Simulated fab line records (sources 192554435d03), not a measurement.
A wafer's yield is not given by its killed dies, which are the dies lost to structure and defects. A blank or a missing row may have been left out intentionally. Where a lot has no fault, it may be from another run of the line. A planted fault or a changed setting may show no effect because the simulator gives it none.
fab line records + flow n5-finfet
[record]
- lots = 7
- wafers = 39
route steps=1938 shown WELL_APT@47 DUMMY_GATE@214 SD_EPI_N@279 HKMG_FIN@395 MOL_CONTACT_COAG@532 BEOL_M4@1111
start-h: start of the lot's first displayed wafer, in hours after the record's first day + wait-h: hours since the lot's step before + " identical to the entry in the row above + L1.1+2: several wafers, shown together as one row + - no value, or no start was given + * or withheld: withheld + < > ~ a bound
route shown NAME@n: a module of which the file shows steps, and the number in the route of the first + usual: average and standard deviation across the fault-free wafers + same: alike in all rows + chamber/n: place in a boat + sites: each site's reading + _std_site: the values' standard deviation + _edge_site: mean of outer sites minus mean of inner sites + radius-mm: how far each site lies from the wafer's centre + mask NAME#n: copy n + behind: tool/chamber where the wafer was last shaped + hold: why the lot was held/for how many hours/how that ended + device: transistor that didn't switch, given as n, p or np + end of line: tests run on the same wafers once the route is complete + a step with no rows: only its recipe + killed: not the wafer's yield, but the dies lost to structure and defects at the first sort + map: shows each die of a wafer: x if killed, . if not, _ if none is there
set.NAME: the setting as run; set.NAME@STEP: as run at that earlier step + model.NAME: the simulator's own value behind a step, which no gauge read
lots where settings were altered on purpose, with a table for each step and a row for each wafer
[[steps]]
[step N5_WELL_APT_IMPLANT_31]
[recipe]
- species = B
- energy-kev = 60
- dose-cm2 = 1.5e+13
- tilt-deg = 0
- rotation-deg = 0
[step N5_DUMMY_GATE_ALD_02]
[recipe]
- material = SiO2
- target-thk-a = 20
- temp-c = 300
- ald-precursor-family = BDEAS
- ald-co-reactant = O2-plasma
- pulse-time-s = 1
- pressure-torr = 2
[step N5_DUMMY_GATE_ETCH_42]
[recipe]
- chemistry = CHF3/O2
- target = SiO2
- target-depth-a = 35
- time-s = 31
- ion-energy-ev = 30
- bias-w = 12
- pressure-mtorr = 30
- source-w = 600
- Ar_flow_sccm = 200
- CHF3_flow_sccm = 50
- O2_flow_sccm = 5
[step N5_SD_EPI_N_ETCH_16]
[recipe]
- chemistry = CHF3/O2
- target = SiO2
- target-depth-a = 50
- mask-material = SOC
- pressure-mtorr = 30
- source-w = 650
- bias-w = 170
- Ar_flow_sccm = 200
- CHF3_flow_sccm = 50
- O2_flow_sccm = 5
- ion-energy-ev = 200
[step N5_SD_EPI_N_SD_RECESS_17]
[recipe]
- chemistry = HBr/Cl2/O2
- target-depth-a = 410
- mask-material = SOC
- time-s = 23.7
- bt-time-s = 3
- pressure-mtorr = 10
- icp-w = 800
- bias-w = 112
- HBr_flow_sccm = 150
- Cl2_flow_sccm = 80
- O2_flow_sccm = 12
[step N5_HKMG_FIN_EXPOSE_46]
[recipe]
- mask-id = NDIPOLE
- na = 1.35
- source-shape = conventional
- sigma-outer = 0.8
- polarization = unpolarized
- dose-mj = 40
[step N5_HKMG_FIN_CVD_62]
[recipe]
- material = a-Si
- target-thk-a = 30
- temp-c = 500
- precursor = Si2H6
- pressure-torr = 1
- time-s = 20.8
[step N5_MOL_CONTACT_COAG_ETCH_106]
[recipe]
- chemistry = N2/H2
- target = SOC
- target-depth-a = 800
- overetch-a = 160
- mask-material = SiARC
- temp-c = 40
- time-s = 120
- ion-energy-ev = 200
- pressure-mtorr = 30
- source-w = 840
- bias-w = 150
- n2-flow-sccm = 200
- h2-flow-sccm = 200
[step N5_MOL_CONTACT_COAG_ETCH_110]
[recipe]
- chemistry = CF4/O2
- target = Si
- target-depth-a = 25
- time-s = 8
- pressure-mtorr = 100
- source-w = 200
- bias-w = 12
- ion-energy-ev = 60
- Ar_flow_sccm = 100
- cf4-flow-sccm = 100
- O2_flow_sccm = 10
[step N5_BEOL_M4_RC_MEAS_101]
[usual]
- CJ_N = 4.39/0.11
- RS_PWELL = 3012/23
| lot.wafer | tool      | chamber | start-h | wait-h | set.dose-cm2@WELL_APT_IMPLANT_31 | set.target-thk-a@DUMMY_GATE_ALD_02 | set.bias-w@DUMMY_GATE_ETCH_42 | set.target-depth-a@SD_EPI_N_ETCH_16 | set.time-s@SD_EPI_N_SD_RECESS_17 | set.dose-mj@HKMG_FIN_EXPOSE_46 | set.target-thk-a@HKMG_FIN_CVD_62 | set.target-depth-a@MOL_CONTACT_COAG_ETCH_106 | set.source-w@MOL_CONTACT_COAG_ETCH_110 | CJ_N | RS_PWELL[ohm/sq] |
|-----------|-----------|---------|---------|--------|----------------------------------|------------------------------------|-------------------------------|-------------------------------------|----------------------------------|--------------------------------|----------------------------------|----------------------------------------------|----------------------------------------|------|------------------|
| L081.1    | prober-02 | 0       | 221.67  | 0.0    | 1.382e+13                        | 21.53                              | 12                            | 50                                  | 22.84                            | 37.61                          | 30                               | 832                                          | 200                                    | 4.28 | 3150             |
| L081.2    | "         | 0       | "       | "      | 1.5e+13                          | 21.53                              | 12                            | 47.81                               | 23.7                             | 37.61                          | 30                               | 800                                          | 200                                    | 4.42 | 2976             |
| L081.3    | "         | 0       | "       | "      | 1.382e+13                        | 20                                 | 12                            | 50                                  | 22.84                            | 37.61                          | 28.24                            | 800                                          | 200                                    | 4.44 | 3159             |
| L081.4    | "         | 0       | "       | "      | 1.5e+13                          | 21.53                              | 12                            | 47.81                               | 22.84                            | 40                             | 28.24                            | 832                                          | 200                                    | 4.06 | 2996             |
| L081.5    | "         | 0       | "       | "      | 1.5e+13                          | 20                                 | 12                            | 50                                  | 23.7                             | 40                             | 28.24                            | 832                                          | 200                                    | 4.43 | 2972             |
| L081.6    | "         | 0       | "       | "      | 1.382e+13                        | 20                                 | 12                            | 47.81                               | 23.7                             | 40                             | 30                               | 800                                          | 200                                    | 4.37 | 3134             |
| L083.1    | prober-01 | 0       | 225.41  | 0.0    | 1.5e+13                          | 20                                 | 9.871                         | 50                                  | 23.7                             | 40                             | 27.91                            | 800                                          | 200                                    | 4.39 | 2998             |
| L083.2    | "         | 0       | "       | "      | 1.404e+13                        | 20                                 | 12                            | 45.92                               | 23.7                             | 40                             | 27.91                            | 800                                          | 221.6                                  | 4.40 | 3080             |
| L083.3    | "         | 0       | "       | "      | 1.404e+13                        | 20                                 | 12                            | 50                                  | 23.7                             | 40                             | 30                               | 800                                          | 200                                    | 4.32 | 3138             |
| L083.4    | "         | 0       | "       | "      | 1.5e+13                          | 20                                 | 12                            | 45.92                               | 21.55                            | 40                             | 30                               | 800                                          | 200                                    | 3.77 | 2970             |
| L083.5    | "         | 0       | "       | "      | 1.404e+13                        | 20                                 | 9.871                         | 45.92                               | 21.55                            | 40                             | 30                               | 800                                          | 221.6                                  | 3.91 | 3090             |
| L083.6    | "         | 0       | "       | "      | 1.5e+13                          | 20                                 | 9.871                         | 50                                  | 21.55                            | 40                             | 27.91                            | 800                                          | 221.6                                  | 3.87 | 2956             |
| L082.1    | prober-01 | 0       | 237.18  | 0.1    | 1.382e+13                        | 20                                 | 13.02                         | 50                                  | 23.7                             | 41.95                          | 27.01                            | 800                                          | 233.9                                  | 4.27 | 3204             |
| L082.2    | "         | 0       | "       | "      | 1.5e+13                          | 20.73                              | 13.02                         | 50                                  | 23.7                             | 41.95                          | 27.01                            | 699.8                                        | 233.9                                  | 4.46 | 3028             |
| L082.3    | "         | 0       | "       | "      | 1.5e+13                          | 20                                 | 12                            | 50                                  | 23.7                             | 40                             | 27.01                            | 800                                          | 200                                    | 4.34 | 3028             |
| L082.4    | "         | 0       | "       | "      | 1.382e+13                        | 20.73                              | 12                            | 50                                  | 23.7                             | 40                             | 30                               | 800                                          | 233.9                                  | 4.42 | 3163             |
| L082.5    | "         | 0       | "       | "      | 1.5e+13                          | 20.73                              | 12                            | 50                                  | 23.7                             | 41.95                          | 30                               | 699.8                                        | 200                                    | 4.38 | 3029             |
| L082.6    | "         | 0       | "       | "      | 1.382e+13                        | 20                                 | 13.02                         | 50                                  | 23.7                             | 40                             | 30                               | 699.8                                        | 200                                    | 4.35 | 3188             |
| L088.1    | prober-02 | 0       | 258.90  | 0.0    | 1.715e+13                        | 20                                 | 12                            | 44.97                               | 23.7                             | 40                             | 33.12                            | 800                                          | 200                                    | 4.52 | 2742             |
| L088.2    | "         | 0       | "       | "      | 1.5e+13                          | 19.08                              | 12                            | 44.97                               | 23.7                             | 40                             | 30                               | 800                                          | 200                                    | 4.40 | 3022             |
| L088.3    | "         | 0       | "       | "      | 1.715e+13                        | 19.08                              | 12                            | 50                                  | 23.7                             | 40                             | 33.12                            | 800                                          | 200                                    | 4.36 | 2771             |
| L088.4    | "         | 0       | "       | "      | 1.5e+13                          | 19.08                              | 12                            | 50                                  | 23.7                             | 40                             | 33.12                            | 800                                          | 200                                    | 4.23 | 3030             |
| L088.5    | "         | 0       | "       | "      | 1.5e+13                          | 20                                 | 12                            | 50                                  | 23.7                             | 40                             | 30                               | 800                                          | 200                                    | 4.43 | 3015             |
| L088.6    | "         | 0       | "       | "      | 1.715e+13                        | 20                                 | 12                            | 44.97                               | 23.7                             | 40                             | 30                               | 800                                          | 200                                    | 4.59 | 2780             |
| L092.1    | prober-02 | 0       | 284.19  | 0.0    | 1.5e+13                          | 20                                 | 12                            | 50                                  | 23.7                             | 38.55                          | 32.89                            | 855.8                                        | 200                                    | 4.25 | 2999             |
| L092.2    | "         | 0       | "       | "      | 1.5e+13                          | 20                                 | 10.71                         | 55.94                               | 23.7                             | 40                             | 32.89                            | 800                                          | 200                                    | 4.47 | 3012             |
| L092.3    | "         | 0       | "       | "      | 1.5e+13                          | 20                                 | 12                            | 50                                  | 23.7                             | 40                             | 30                               | 800                                          | 200                                    | 4.62 | 3008             |
| L092.4    | "         | 0       | "       | "      | 1.58e+13                         | 20                                 | 10.71                         | 50                                  | 23.7                             | 40                             | 32.89                            | 855.8                                        | 200                                    | 4.51 | 2909             |
| L092.5    | "         | 0       | "       | "      | 1.58e+13                         | 20                                 | 12                            | 55.94                               | 23.7                             | 38.55                          | 30                               | 855.8                                        | 200                                    | 4.50 | 2922             |
| L092.6    | "         | 0       | "       | "      | 1.58e+13                         | 20                                 | 10.71                         | 55.94                               | 23.7                             | 38.55                          | 30                               | 800                                          | 200                                    | 4.63 | 2913             |
| L095.1    | prober-01 | 0       | 310.43  | 0.0    | 1.5e+13                          | 20                                 | 10.87                         | 55.9                                | 23.7                             | 40                             | 30                               | 800                                          | 200                                    | 4.17 | 3017             |
| L095.2    | "         | 0       | "       | "      | 1.5e+13                          | 20                                 | 10.87                         | 50                                  | 23.7                             | 38.15                          | 30                               | 755.4                                        | 183.1                                  | 4.57 | 3014             |
| L095.3    | "         | 0       | "       | "      | 1.5e+13                          | 20                                 | 12                            | 50                                  | 23.7                             | 38.15                          | 27.04                            | 800                                          | 183.1                                  | 4.41 | 3041             |
| L095.4    | "         | 0       | "       | "      | 1.5e+13                          | 20                                 | 10.87                         | 55.9                                | 25.02                            | 38.15                          | 27.04                            | 755.4                                        | 200                                    | 4.63 | 3052             |
| L095.5    | "         | 0       | "       | "      | 1.5e+13                          | 20                                 | 12                            | 50                                  | 25.02                            | 40                             | 30                               | 800                                          | 183.1                                  | 4.74 | 3010             |
| L095.6    | "         | 0       | "       | "      | 1.5e+13                          | 20                                 | 12                            | 55.9                                | 25.02                            | 40                             | 27.04                            | 755.4                                        | 200                                    | 4.58 | 3019             |
| L094.2    | prober-02 | 0       | 310.50  | 0.2    | 1.5e+13                          | 20                                 | 12                            | 50                                  | 23.7                             | 40                             | 30                               | 800                                          | 200                                    | 4.47 | 3032             |
| L094.4    | "         | 0       | "       | "      | 1.5e+13                          | 20                                 | 12                            | 50                                  | 23.7                             | 40                             | 30                               | 800                                          | 200                                    | 4.43 | 3015             |
| L094.6    | "         | 0       | "       | "      | 1.5e+13                          | 20                                 | 12                            | 50                                  | 23.7                             | 40                             | 30                               | 800                                          | 200                                    | 4.46 | 2992             |
[[key]]
[split]
- step = N5_WELL_APT_IMPLANT_31
- setting = dose-cm2
- stated-as = 1.5e+13
[response]
- step = N5_BEOL_M4_RC_MEAS_101
- reading = RS_PWELL
- slope = -18.9
- per = 1%
- together-with = all
- explained = 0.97
[split]
- step = N5_DUMMY_GATE_ALD_02
- setting = target-thk-a
- stated-as = 20
response none clear
[split]
- step = N5_DUMMY_GATE_ETCH_42
- setting = bias-w
- stated-as = 12
response none clear
[split]
- step = N5_SD_EPI_N_ETCH_16
- setting = target-depth-a
- stated-as = 50
response none clear
[split]
- step = N5_SD_EPI_N_SD_RECESS_17
- setting = time-s
- stated-as = 23.7
[response]
- step = N5_BEOL_M4_RC_MEAS_101
- reading = CJ_N
- slope = +0.0585
- per = 1%
- together-with = all
- explained = 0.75
[split]
- step = N5_HKMG_FIN_EXPOSE_46
- setting = dose-mj
- stated-as = 40
response none clear
[split]
- step = N5_HKMG_FIN_CVD_62
- setting = target-thk-a
- stated-as = 30
response none clear
[split]
- step = N5_MOL_CONTACT_COAG_ETCH_106
- setting = target-depth-a
- stated-as = 800
response none clear
[split]
- step = N5_MOL_CONTACT_COAG_ETCH_110
- setting = source-w
- stated-as = 200
response none clear
